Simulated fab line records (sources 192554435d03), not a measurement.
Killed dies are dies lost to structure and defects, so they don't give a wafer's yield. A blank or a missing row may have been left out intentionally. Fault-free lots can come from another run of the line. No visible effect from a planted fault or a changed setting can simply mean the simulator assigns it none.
fab line records ; flow n5Finfet
record: lots: 4; wafers: 12; lastDay: 19
route steps=1938 shown BEOL_M4@1041 PASSIVATION@1936
lots with no fault: from the same line, run without faults
startH: the number of hours between the record's first day and the start of the first shown wafer of the lot ; waitH: hours elapsed since this lot's preceding step ; " the same as in the row above ; L1.1+2: several wafers, shown together as one row ; - no value present, or no start provided ; * or withheld: withheld ; < > ~ a bound
route shown NAME@n: NAME is a module with steps in the file, n the number in the route of the first one ; usual: average and standard deviation across the fault-free wafers ; same: alike in all rows ; chamber/n: place in a boat ; sites: readings site by site ; _std_site: standard deviation of those values ; _edge_site: mean of outer sites minus mean of inner sites ; radiusMm: how far each site lies from the wafer's centre ; mask NAME#n: copy n ; behind: the tool/chamber that last shaped the wafer ; hold: why the lot went on hold/how many hours it stayed there/how the hold came to an end ; device: the transistor (n, p or np) that didn't switch ; end of line: the tests these same wafers got at the end of their route ; step lacking rows: just its recipe ; killed: at the first sort, the dies lost to defects and structure; wafer yield is something else ; map: per-die view of a wafer (x killed, . not killed, _ where there is no die)
set.NAME: the setting as run; set.NAME@STEP: as run at that earlier step ; model.NAME: the simulator's own value behind a step, which no gauge read
lots at some steps of the route; a table a step, a row a wafer
services: the hour from which a tool's chamber was out of use, counted from the record's first day as startH (under 0 if before that day), plus the number of hours and why
== steps ==
step: N5_BEOL_M4_STRIP_65
recipe: chemistry: N2/H2; tempC: 40; n2FlowSccm: 200; h2FlowSccm: 200; rfFrequencyHz: 6e+07
step: N5_BEOL_M4_STRIP_75
recipe: chemistry: N2/H2; tempC: 40; n2FlowSccm: 200; h2FlowSccm: 200; rfFrequencyHz: 6e+07
step: N5_BEOL_M4_STRIP_66
recipe: chemistry: CF4; resist: SiARC; powerW: 300; biasPowerW: 75; pressureMtorr: 50; cf4FlowSccm: 150; rfFrequencyHz: 6e+07
step: N5_BEOL_M4_HM_OPEN_17
recipe: chemistry: Cl2/BCl3; targetDepthA: 200; overetchA: 60; target: TiN; maskMaterial: SOC; ionEnergyEv: 150; pressureMtorr: 10; icpW: 1000; biasW: 126; Cl2_flow_sccm: 53.25; bcl3FlowSccm: 21.75; Ar_flow_sccm: 25
step: N5_BEOL_M4_STRIP_19
recipe: chemistry: O2; powerW: 400; tempC: 40; pressureMtorr: 30; rfFrequencyHz: 6e+07; biasPowerW: 0; overashFraction: 0.2; o2FlowSccm: 225
step: N5_BEOL_M4_COAT_67
recipe: resist: SOC; tempC: 250; timeS: 60; spinRpm: 1500; resistThkNm: 60
step: N5_BEOL_M4_COAT_68
recipe: resist: SiARC; tempC: 220; timeS: 60; spinRpm: 1500; resistThkNm: 12
step: N5_BEOL_M4_COAT_76
recipe: resist: underlayer; tempC: 205; timeS: 60; spinRpm: 1500; resistThkNm: 5
step: N5_BEOL_M4_COAT_22
recipe: resist: CAR-EUV; spinRpm: 1500; resistThkNm: 30
step: N5_BEOL_M4_EBR_24
recipe: solvent: PGMEA; ebrWidthMm: 1.5
step: N5_BEOL_M4_SOFTBAKE_23
recipe: tempC: 110; timeS: 60; resist: CAR-EUV
step: N5_BEOL_M4_EXPOSE_25
recipe: maskId: V3; na: 0.33; sourceShape: quasar; sigmaInner: 0.2; sigmaOuter: 0.8; polarization: unpolarized; defocusNm: 5; doseMj: 63
lot.wafer;tool;chamber;startH;waitH;mask
L495.2+4+6;euvScanner-01;0;257.41;-;V3#0
L499.3+4+5;euvScanner-01;0;269.38;-;V3#0
L500.1+2+4;euvScanner-01;0;274.87;-;V3#0
L504.2+4+5;euvScanner-02;0;314.07;-;V3#0
step: N5_BEOL_M4_PEB_26
recipe: pebTempC: 100; pebTimeS: 60; resist: CAR-EUV
step: N5_BEOL_M4_DEVELOP_27
recipe: developTimeS: 30; developer: TMAH; resist: CAR-EUV; rinseLiquid: surfactantRinse; dry: airSpin; devTempC: 23
step: N5_BEOL_M4_CD_MEAS_28
recipe: targetCdNm: 26.2; landingEnergyEv: 500; detector: seInlens; targetCdYNm: 24.1; polarity: opening
usual: cdNm: 26.17/0.23
lot.wafer;tool;chamber;startH;waitH;cdNm
L495.2;cdSem-03;0;257.55;-;25.88
L495.4;cdSem-03;0;257.55;-;26.10
L495.6;cdSem-03;0;257.55;-;26.13
L499.3;cdSem-03;0;269.51;-;26.12
L499.4;cdSem-03;0;269.51;-;16.26
L499.5;cdSem-03;0;269.51;-;26.19
L500.1;cdSem-03;0;275.01;-;26.07
L500.2;cdSem-03;0;275.01;-;15.50
L500.4;cdSem-03;0;275.01;-;15.41
L504.2;cdSem-01;0;314.21;-;26.18
L504.4;cdSem-01;0;314.21;-;26.07
L504.5;cdSem-01;0;314.21;-;26.41
step: N5_BEOL_M4_DESCUM_33
recipe: chemistry: O2; timeS: 7; sourcePowerW: 50; biasPowerW: 20; pressureMtorr: 20; rfFrequencyHz: 2.712e+07; tempC: 40; resist: CAR-EUV; o2FlowSccm: 225
step: N5_BEOL_M4_ETCH_77
recipe: chemistry: N2/H2; target: underlayer; targetDepthA: 65; maskMaterial: CAR-EUV; timeS: 5.2; ionEnergyEv: 200; pressureMtorr: 30; sourceW: 840; biasW: 150; n2FlowSccm: 200; h2FlowSccm: 200; ends: cleared
step: N5_BEOL_M4_ETCH_69
recipe: chemistry: CF4; target: SiARC; targetDepthA: 156; maskMaterial: CAR-EUV; timeS: 26; ionEnergyEv: 80; pressureMtorr: 40; sourceW: 545; biasW: 36; Ar_flow_sccm: 100; cf4FlowSccm: 100; ends: cleared
step: N5_BEOL_M4_ALD_98
recipe: material: SiO2; targetThkA: 25; tempC: 100; aldPrecursorFamily: BDEAS; aldCoReactant: O2-plasma; pulseTimeS: 1; coReactantPulseTimeS: 1; purgeTimeS: 2; coReactantPurgeTimeS: 2; aldCycles: 17; pressureTorr: 2
step: N5_BEOL_M4_ETCHBACK_99
recipe: chemistry: CHF3; target: SiO2; targetDepthA: 50; timeS: 10.4; sourceW: 215; biasW: 47; Ar_flow_sccm: 200; CHF3_flow_sccm: 12; ionEnergyEv: 100; pressureMtorr: 30
step: N5_BEOL_M4_ETCH_70
recipe: chemistry: N2/H2; target: SOC; targetDepthA: 800; overetchA: 240; maskMaterial: SiARC; tempC: 40; timeS: 130; ionEnergyEv: 200; pressureMtorr: 30; sourceW: 840; biasW: 150; n2FlowSccm: 200; h2FlowSccm: 200
step: N5_BEOL_M4_STRIP_71
recipe: chemistry: N2/H2; tempC: 40; n2FlowSccm: 200; h2FlowSccm: 200; rfFrequencyHz: 6e+07
step: N5_BEOL_M4_STRIP_78
recipe: chemistry: N2/H2; tempC: 40; n2FlowSccm: 200; h2FlowSccm: 200; rfFrequencyHz: 6e+07
step: N5_BEOL_M4_VIA_ETCH_34
recipe: chemistry: C4F6/O2; targetDepthA: 694; maskMaterial: SOC; pressureMtorr: 15; ionEnergyEv: 250; taperDeg: 4; timeS: 65.9; sourceW: 350; biasW: 170; Ar_flow_sccm: 300; C4F6_flow_sccm: 10; O2_flow_sccm: 10
step: N5_BEOL_M4_STRIP_83
recipe: chemistry: C4F6/O2; resist: SiARC; rfFrequencyHz: 6e+07
step: N5_BEOL_M4_STRIP_36
recipe: chemistry: N2/H2; powerW: 450; tempC: 40; pressureMtorr: 20; rfFrequencyHz: 6e+07; overashFraction: 0.3; biasPowerW: 7; h2Frac: 0.5; n2FlowSccm: 200; h2FlowSccm: 200
step: N5_BEOL_M4_TRENCH_ETCH_37
recipe: chemistry: C4F6/O2; targetDepthA: 555.55; target: SiOC; timeS: 29.2; ionEnergyEv: 250; pressureMtorr: 30; sourceW: 355; biasW: 185; Ar_flow_sccm: 300; C4F6_flow_sccm: 10; O2_flow_sccm: 10
step: N5_BEOL_M4_ETCH_41
recipe: chemistry: CH3F/O2; target: SiCN; targetDepthA: 299; taperDeg: 2; timeS: 52.5; ionEnergyEv: 120; maskMaterial: TiN; pressureMtorr: 30; sourceW: 395; biasW: 75; Ar_flow_sccm: 150; CH3F_flow_sccm: 30; O2_flow_sccm: 20
step: N5_BEOL_M4_STRIP_97
recipe: chemistry: N2/H2; timeS: 10; powerW: 450; tempC: 40; pressureMtorr: 20; rfFrequencyHz: 6e+07; biasPowerW: 7; n2FlowSccm: 200; h2FlowSccm: 200
step: N5_BEOL_M4_HM_STRIP_39
recipe: chemistry: peroxideTinStrip; material: TiN; targetDepthA: 250; tempC: 50; timeS: 158
step: N5_BEOL_M4_SRD_40
recipe: timeS: 30; tempC: 23; rinseLiquid: diw; dry: ipaMarangoni
step: N5_BEOL_M4_PRECLEAN_42
recipe: chemistry: residueRemover; timeS: 60; tempC: 40
step: N5_BEOL_M4_SRD_43
recipe: timeS: 30; tempC: 23; rinseLiquid: diw; dry: ipaMarangoni
step: N5_BEOL_M4_DEGAS_44
recipe: ambient: vacuum; tempC: 250; timeS: 60
step: N5_BEOL_M4_PRE_CLEAN_45
recipe: gas: H2/He; timeS: 30; tempC: 250
step: N5_BEOL_M4_ALD_84
recipe: material: TaN; targetThkA: *; tempC: 275; aldPrecursorFamily: PDMAT; aldCoReactant: NH3; pressureTorr: 3; carrierFlowSccm: 1500; pulseTimeS: 2; purgeTimeS: 3; coReactantPurgeTimeS: 2; coReactantPulseTimeS: 3; aldCycles: 30; precursorVesselTempC: 75; precursorVesselPressureTorr: 26.25; precursorVesselCarrierSccm: 1000
step: N5_BEOL_M4_SURFACE_TREAT_85
recipe: gas: Ar; timeS: *; ionEnergyEv: *; ionCurrentMaCm2: 0.5; pressureMtorr: *; arFlowSccm: 30
step: N5_BEOL_M4_RC_MEAS_101
usual: DIBL_N: 36.3/2.2; DIBL_P: 36.0/2.4; IOFF_N: 0.16/0.042; IOFF_P: 0.22/0.041; ION_N: 672/14; ION_P: 462/7.9; SS_N: 71.7/0.76; SS_P: 73.3/0.72; VT_N: 250/3.6; VT_P: -249/3
lot.wafer;tool;chamber;startH;waitH;DIBL_N[mV/V];DIBL_P[mV/V];IOFF_N[nA/um];IOFF_P[nA/um];ION_N[uA/um];ION_P[uA/um];SS_N[mV/dec];SS_P[mV/dec];VT_N[mV];VT_P[mV]
L495.2;prober-02;0;266.07;0.2;33.7;35.6;0.13;0.21;661;466;70.9;72.8;253;-248
L495.4;prober-02;0;266.07;0.2;32.2;33.7;0.11;0.18;659;461;70.5;73.8;255;-250
L495.6;prober-02;0;266.07;0.2;36.8;39.1;0.18;0.25;672;465;72.0;74.0;248;-251
L499.3;prober-01;0;295.20;0.3;39.2;38.1;0.21;0.26;705;475;71.9;73.8;248;-247
L499.5;prober-01;0;295.20;0.3;35.1;33.1;0.13;0.19;669;463;71.2;73.0;250;-251
L500.1;prober-01;0;312.88;0.0;34.6;35.6;0.13;0.21;664;464;71.9;72.9;252;-247
L504.2;prober-02;0;334.07;0.2;37.4;38.5;0.18;0.21;685;464;71.3;73.4;246;-250
L504.4;prober-02;0;334.07;0.2;40.0;41.9;0.24;0.28;691;470;72.4;74.4;244;-251
L504.5;prober-02;0;334.07;0.2;38.7;40.5;0.21;0.24;692;465;71.8;73.6;245;-249
step: N5_PASSIVATION_PROBE_49
usual: defectLimitedYield: 91.3/1.7; killed_at_M0_to_M3: 33/9.9; killed_at_M4_up: 14/6.4; killedAtContacts: 12/7; killedAtFrontEnd: 41/13; killedAtOther: 3.1/2.9; killedDies: 103/20; killedOnRim: 13/4; killedOpen: 67/14; killedShort: 34/9.4; sort_bin_5_function: 5.1/1.1; sort_bin_6_memory: 3.2/0.79; sortNPass: 1077/21; sortYieldPct: 91.2/1.7
same: grossDies: 1180; killedAtBackSide: 0; sort_bin_4_leakage[%]: 0; sort_bin_8_speed[%]: 0
lot.wafer;tool;chamber;startH;waitH;defectLimitedYield[%];killed_at_M0_to_M3;killed_at_M4_up;killedAtContacts;killedAtFrontEnd;killedAtOther;killedDies;killedOnRim;killedOpen;killedShort;sort_bin_5_function[%];sort_bin_6_memory[%];sortNPass;sortYieldPct[%]
L495.2;prober-01;-;362.93;0.1;84.7;39;18;30;89;4;180;28;116;63;9.1;5.8;1000;84.7
L495.4;prober-01;-;363.03;0.2;90.8;45;7;13;39;4;108;14;66;41;5.0;3.9;1072;90.8
L495.6;prober-01;-;363.13;0.3;85.8;57;12;25;62;11;167;23;102;64;7.9;5.8;1013;85.8
L499.4;prober-01;-;402.60;0.2;0;33;1095;14;35;3;1180;152;66;25;34.1;3.4;0;0
L499.5;prober-01;-;402.65;0.2;92.6;26;8;12;32;9;87;12;52;31;4.4;3.0;1093;92.6
L500.1;prober-02;-;421.08;0.0;91.4;22;16;9;49;6;102;12;75;27;5.4;2.8;1078;91.4
L500.2;prober-02;-;421.13;0.1;0;26;1119;5;30;0;1180;152;50;22;35.4;2.0;0;0
L500.4;prober-02;-;421.23;0.2;0;43;1096;10;28;3;1180;152;67;26;34.6;3.5;0;0
killed by level:class
L495.2 STI_FIN_REVEAL:geometricParticle:open=37 MOL_CONTACT_COAG:geometricParticle:open=24 FIN_SAQP:geometricParticle:short=11 FIN_SAQP:geometricParticle:open=10 GATE_CUT:geometricParticle:short=9 BEOL_M0_SAQP:geometricParticle:short=8 STI_FIN_REVEAL:geometricParticle:short=7 BEOL_M2:geometricParticle:open=7
L495.4 BEOL_M2:geometricParticle:open=16 GATE_CUT:geometricParticle:short=13 MOL_CONTACT_COAG:geometricParticle:open=10 BEOL_M3:geometricParticle:open=7 STI_FIN_REVEAL:geometricParticle:open=5 BEOL_M0_SAQP:geometricParticle:short=5 BEOL_M1:geometricParticle:open=5 STARTING-WAFER:geometricParticle:open=5
L495.6 BEOL_M0_SAQP:geometricParticle:short=20 STI_FIN_REVEAL:geometricParticle:open=20 MOL_CONTACT_COAG:geometricParticle:open=20 BEOL_M0_SAQP:geometricParticle:open=14 FIN_SAQP:geometricParticle:open=9 FIN_SAQP:geometricParticle:short=9 GATE_CUT:geometricParticle:short=7 BEOL_M2:geometricParticle:open=7
L499.4 BEOL_M4:areaExpose=1087 BEOL_M3:geometricParticle:open=11 MOL_CONTACT_COAG:geometricParticle:open=11 STARTING-WAFER:geometricParticle:open=7 DUMMY_GATE:geometricParticle:open=5 BEOL_M0:geometricParticle:open=5 FIN_CUT:geometricParticle:open=4 STI_FIN_REVEAL:geometricParticle:open=3
L499.5 BEOL_M3:geometricParticle:open=13 MOL_CONTACT_COAG:geometricParticle:open=11 STI_FIN_REVEAL:geometricParticle:open=8 STARTING-WAFER:geometricParticle:short=6 GATE_CUT:geometricParticle:short=5 BEOL_M2:geometricParticle:open=4 MIM_TOP_ETCH:geometricParticle:short=3 STARTING-WAFER:geometricParticle:open=3
L500.1 FIN_SAQP:geometricParticle:open=17 STI_FIN_REVEAL:geometricParticle:open=7 DUMMY_GATE:geometricParticle:open=6 MOL_CONTACT_COAG:geometricParticle:open=6 GATE_CUT:geometricParticle:short=5 BEOL_M2:geometricParticle:open=5 BEOL_M0_SAQP:geometricParticle:short=4 BEOL_M0_SAQP:geometricParticle:open=4
L500.2 BEOL_M4:areaExpose=1105 GATE_CUT:geometricParticle:short=8 BEOL_M3:geometricParticle:open=8 MOL_CONTACT_COAG:geometricParticle:open=5 BEOL_M4:geometricParticle:open=5 BEOL_M0:geometricParticle:open=4 FIN_SAQP:geometricParticle:short=3 DUMMY_GATE:geometricParticle:open=3
L500.4 BEOL_M4:areaExpose=1085 BEOL_M2:geometricParticle:open=11 BEOL_M1:geometricParticle:open=9 MOL_CONTACT_COAG:geometricParticle:open=7 BEOL_M3:geometricParticle:open=7 FIN_SAQP:geometricParticle:open=5 BEOL_M4:geometricParticle:open=5 FIN_SAQP:geometricParticle:short=4
map L499.4 (x killed, . not)
_________________xxxxxxxxxxxx________________
______________xxxxxxxxxxxxxxxxxx_____________
___________xxxxxxxxxxxxxxxxxxxxxxxx__________
__________xxxxxxxxxxxxxxxxxxxxxxxxxx_________
________xxxxxxxxxxxxxxxxxxxxxxxxxxxxxx_______
_______xxxxxxxxxxxxxxxxxxxxxxxxxxxxxxxx______
______xxxxxxxxxxxxxxxxxxxxxxxxxxxxxxxxxx_____
_____xxxxxxxxxxxxxxxxxxxxxxxxxxxxxxxxxxxx____
____xxxxxxxxxxxxxxxxxxxxxxxxxxxxxxxxxxxxxx___
___xxxxxxxxxxxxxxxxxxxxxxxxxxxxxxxxxxxxxxxx__
___xxxxxxxxxxxxxxxxxxxxxxxxxxxxxxxxxxxxxxxx__
__xxxxxxxxxxxxxxxxxxxxxxxxxxxxxxxxxxxxxxxxxx_
__xxxxxxxxxxxxxxxxxxxxxxxxxxxxxxxxxxxxxxxxxx_
_xxxxxxxxxxxxxxxxxxxxxxxxxxxxxxxxxxxxxxxxxxxx
_xxxxxxxxxxxxxxxxxxxxxxxxxxxxxxxxxxxxxxxxxxxx
_xxxxxxxxxxxxxxxxxxxxxxxxxxxxxxxxxxxxxxxxxxxx
_xxxxxxxxxxxxxxxxxxxxxxxxxxxxxxxxxxxxxxxxxxxx
_xxxxxxxxxxxxxxxxxxxxxxxxxxxxxxxxxxxxxxxxxxxx
_xxxxxxxxxxxxxxxxxxxxxxxxxxxxxxxxxxxxxxxxxxxx
_xxxxxxxxxxxxxxxxxxxxxxxxxxxxxxxxxxxxxxxxxxxx
_xxxxxxxxxxxxxxxxxxxxxxxxxxxxxxxxxxxxxxxxxxxx
__xxxxxxxxxxxxxxxxxxxxxxxxxxxxxxxxxxxxxxxxxx_
__xxxxxxxxxxxxxxxxxxxxxxxxxxxxxxxxxxxxxxxxxx_
___xxxxxxxxxxxxxxxxxxxxxxxxxxxxxxxxxxxxxxxx__
___xxxxxxxxxxxxxxxxxxxxxxxxxxxxxxxxxxxxxxxx__
____xxxxxxxxxxxxxxxxxxxxxxxxxxxxxxxxxxxxxx___
_____xxxxxxxxxxxxxxxxxxxxxxxxxxxxxxxxxxxx____
______xxxxxxxxxxxxxxxxxxxxxxxxxxxxxxxxxx_____
_______xxxxxxxxxxxxxxxxxxxxxxxxxxxxxxxx______
________xxxxxxxxxxxxxxxxxxxxxxxxxxxxxx_______
__________xxxxxxxxxxxxxxxxxxxxxxxxxx_________
___________xxxxxxxxxxxxxxxxxxxxxxxx__________
______________xxxxxxxxxxxxxxxxxx_____________
_________________xxxxxxxxxxxx________________
map L500.2 (x killed, . not)
_________________xxxxxxxxxxxx________________
______________xxxxxxxxxxxxxxxxxx_____________
___________xxxxxxxxxxxxxxxxxxxxxxxx__________
__________xxxxxxxxxxxxxxxxxxxxxxxxxx_________
________xxxxxxxxxxxxxxxxxxxxxxxxxxxxxx_______
_______xxxxxxxxxxxxxxxxxxxxxxxxxxxxxxxx______
______xxxxxxxxxxxxxxxxxxxxxxxxxxxxxxxxxx_____
_____xxxxxxxxxxxxxxxxxxxxxxxxxxxxxxxxxxxx____
____xxxxxxxxxxxxxxxxxxxxxxxxxxxxxxxxxxxxxx___
___xxxxxxxxxxxxxxxxxxxxxxxxxxxxxxxxxxxxxxxx__
___xxxxxxxxxxxxxxxxxxxxxxxxxxxxxxxxxxxxxxxx__
__xxxxxxxxxxxxxxxxxxxxxxxxxxxxxxxxxxxxxxxxxx_
__xxxxxxxxxxxxxxxxxxxxxxxxxxxxxxxxxxxxxxxxxx_
_xxxxxxxxxxxxxxxxxxxxxxxxxxxxxxxxxxxxxxxxxxxx
_xxxxxxxxxxxxxxxxxxxxxxxxxxxxxxxxxxxxxxxxxxxx
_xxxxxxxxxxxxxxxxxxxxxxxxxxxxxxxxxxxxxxxxxxxx
_xxxxxxxxxxxxxxxxxxxxxxxxxxxxxxxxxxxxxxxxxxxx
_xxxxxxxxxxxxxxxxxxxxxxxxxxxxxxxxxxxxxxxxxxxx
_xxxxxxxxxxxxxxxxxxxxxxxxxxxxxxxxxxxxxxxxxxxx
_xxxxxxxxxxxxxxxxxxxxxxxxxxxxxxxxxxxxxxxxxxxx
_xxxxxxxxxxxxxxxxxxxxxxxxxxxxxxxxxxxxxxxxxxxx
__xxxxxxxxxxxxxxxxxxxxxxxxxxxxxxxxxxxxxxxxxx_
__xxxxxxxxxxxxxxxxxxxxxxxxxxxxxxxxxxxxxxxxxx_
___xxxxxxxxxxxxxxxxxxxxxxxxxxxxxxxxxxxxxxxx__
___xxxxxxxxxxxxxxxxxxxxxxxxxxxxxxxxxxxxxxxx__
____xxxxxxxxxxxxxxxxxxxxxxxxxxxxxxxxxxxxxx___
_____xxxxxxxxxxxxxxxxxxxxxxxxxxxxxxxxxxxx____
______xxxxxxxxxxxxxxxxxxxxxxxxxxxxxxxxxx_____
_______xxxxxxxxxxxxxxxxxxxxxxxxxxxxxxxx______
________xxxxxxxxxxxxxxxxxxxxxxxxxxxxxx_______
__________xxxxxxxxxxxxxxxxxxxxxxxxxx_________
___________xxxxxxxxxxxxxxxxxxxxxxxx__________
______________xxxxxxxxxxxxxxxxxx_____________
_________________xxxxxxxxxxxx________________
== services ==
tool;chamber;startH;hours;kind
euvScanner-02;-;241.10;12.0;pm
euvScanner-01;-;252.45;0.2;repair
euvScanner-02;-;253.10;1.0;pm
euvScanner-01;-;292.07;1.0;pm
euvScanner-02;-;297.85;1.0;pm
euvScanner-01;0;303.82;-;calibration
euvScanner-01;-;308.43;4.6;pm
== key ==
firstSign: step: N5_BEOL_M4_CD_MEAS_28; reading: cdNm; direction: down; sigmas: 45; usual: 26.17; struck: 15.72
effect: step: N5_PASSIVATION_PROBE_49; reading: killed_at_M4_up; direction: up; sigmas: 99+; usual: 14; struck: 1103
moreKillsBornAt: N5_BEOL_M4_EXPOSE_25@euvScanner-01: 3277
metAt N5_BEOL_M4_EXPOSE_25
struckWafers L499.4,L500.2,L500.4
laterRowsLeftOut L499.4,L500.2,L500.4
onsetBetween 257.41 269.38
fault: kind: processParameterDrift; tool: euvScanner-01; chamber: -; onsetH: 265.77; steps: N5_BEOL_M4_EXPOSE_25; channel: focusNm; offset: 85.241; shape: step; endH: 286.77; scope: struckWafersOnly
laterRowsLeftOut: the simulator's readings of these wafers behind a module that went badly wrong aren't trusted and aren't shown, but for the sort
